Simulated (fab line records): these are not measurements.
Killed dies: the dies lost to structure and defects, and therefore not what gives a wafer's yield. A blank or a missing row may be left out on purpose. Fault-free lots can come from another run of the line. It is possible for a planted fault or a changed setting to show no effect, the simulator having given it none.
Which tool is to blame?    flow nand harc    6 lots (18 wafers sampled), 1 step of a 1302-step route

== WHAT THE GAUGES READ, wafer by wafer ==
NHARC_P_GATE_OVL_MEAS_27.
lot   measured      on          overlay x nm (nm)
L924  day 5 15:13   overlay-01  0.5 1.3 1.4
L926  day 6 08:47   overlay-01  0.6 0.7 -0.1
L930  day 8 02:31   overlay-02  -0.1 0.8 1.0
L937  day 11 04:44  overlay-02  0.7 1.1 1.0
L939  day 11 23:20  overlay-01  1.8 1.6 1.9
L945  day 14 04:49  overlay-02  0.1 0.0 0.2

== WHICH TOOL RAN EACH LOT (tool, then ch and the chambers of the sampled wafers, then the start) ==
Before these readings, the record contains no process step.

== THE ANSWER, worked out from the rows above alone ==
Rule: the usual values come from the lots themselves. Put in order of their means at a reading, lots are off if they are a third of the lots or fewer, leave a main group of 4 or more, and stand apart from it by a gap of 3 or more times the standard deviation of the main group's means; of several such gaps the widest counts. A main group is skipped when, at the precision printed for the reading in the tables above, its means are all equal. A lot without any number at a reading at which 4 lots or more have one is off too. The other lots that the step has rows for count as sound.
Nothing can be told from this: no lot is off at any reading shown.

== WHAT THE SIMULATOR HAD PUT IN ==
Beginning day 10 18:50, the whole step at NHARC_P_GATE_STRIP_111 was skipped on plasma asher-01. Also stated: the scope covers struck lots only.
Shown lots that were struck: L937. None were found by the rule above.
